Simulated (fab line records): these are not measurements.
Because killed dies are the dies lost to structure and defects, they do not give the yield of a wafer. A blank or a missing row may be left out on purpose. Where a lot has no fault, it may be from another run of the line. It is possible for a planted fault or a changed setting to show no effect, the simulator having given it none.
Code-filled problem report in 8D (eight disciplines) form | flow n5Finfet | the parts of the form that need people (team, actions taken, sign-off) are left out

1. WHAT IS WRONG
Wafers without a fault read 61.3 nm, standard deviation 1.4; thkNm at N5_SD_EPI_P_EPI_MEAS_23 reads a mean of 53.9 nm on 6 wafers belonging to 2 lots. Measured from the usual mean, that is -5.3 standard deviations.
First observed at day 8 16:13: wafer L512.2, on filmMetro-01. The record has a number at this step for 12 wafers belonging to 4 lots. By rule, "out" or "out of limits" means more than 4 standard deviations away from the usual mean. The rest of the wafers with a number are treated as sound.

2. WHAT IT IS, AND WHAT IT ISN'T
question                    | is                         | is not
which readings at this step | thkNm                      | -
which lots                  | L512, L514                 | L499, L516
which wafers of those lots  | all that have a number     | -
read on which gauges        | filmMetro-01, filmMetro-02 | -
when                        | from day 8 16:13           | up to then (3 sound wafers); but 3 sound wafers of L516 came after

3. WHAT RULES OUT EACH SUSPECT
Counting: a tool at a process step up to the reading stays a suspect if it ran every lot that is out and no sound lot after the first of them.
- ruled out: the gauge at N5_SD_EPI_P_EPI_MEAS_23. 2 gauges (filmMetro-01, filmMetro-02) read the wafers that are out.
- epiRpcvd-02 at N5_SD_EPI_P_EPI_21 (deposits SiGe:B, time 355 s): kept. It processed each lot that is out, first L512 at day 8 14:23, and no sound lot thereafter; up to then, the last sound lot it processed was L499 at day 4 18:24.
The count leaves epiRpcvd-02 at N5_SD_EPI_P_EPI_21.

4. THE CAUSE (what the simulator had put in)
epiRpcvd-02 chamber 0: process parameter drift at N5_SD_EPI_P_EPI_21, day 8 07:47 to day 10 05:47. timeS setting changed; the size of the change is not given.
Only this tool survived the counting.

5. THE EFFECT CHAIN, in route order
Each row: a reading whose mean over the struck wafers that have a number lies more than 3 standard deviations from the usual. Scope: only readings with a usual standard deviation given in the record; hours: median across lots of the time from each lot's start at the first step in this table that gives one to its start at this step; sigmas: change in usual standard deviations.
hours | step                        | reading          | usual        | on struck wafers | change | sigmas
0     | N5_SD_EPI_P_EPI_MEAS_23     | thkNm            | 61.3 nm      | 53.9             | -7.4   | -5.3
1     | N5_SD_ACTIVATION_RS_MEAS_03 | RS_SD_P          | 55.8 ohm/sq  | 64.0             | +8.2   | +8.8
126   | N5_BEOL_M4_RC_MEAS_101      | REXT_P           | 101.1 ohm.um | 108.1            | +7.0   | +3.1
126   | N5_BEOL_M4_RC_MEAS_101      | RS_SD_P          | 65.6 ohm/sq  | 75.3             | +9.7   | +8.8
236   | N5_PASSIVATION_PROBE_49     | sort_bin_8_speed | 0.00 %       | 0.03             | +0.03  | +4.0
Its process steps:
- N5_PASSIVATION_PROBE_49
Readings that are blank on the struck wafers while sound wafers have them: susceptorTempC at N5_SD_EPI_P_EPI_21.

6. HOW IT WOULD HAVE BEEN CAUGHT EARLIER
8 hours passed between the start of the fault at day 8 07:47 and the first reading out of limits at a measuring or inspecting step in this record, taken at day 8 16:13.
At N5_SD_EPI_P_EPI_21 the tool's readings are blank on the struck wafers, where sound wafers have them: an empty tool record is the first sign, and it was there at once.
L514, from the lots that are out (2), started N5_SD_EPI_P_EPI_21 on epiRpcvd-02 later than day 8 16:13. Putting the tool on hold at that point would have spared it.
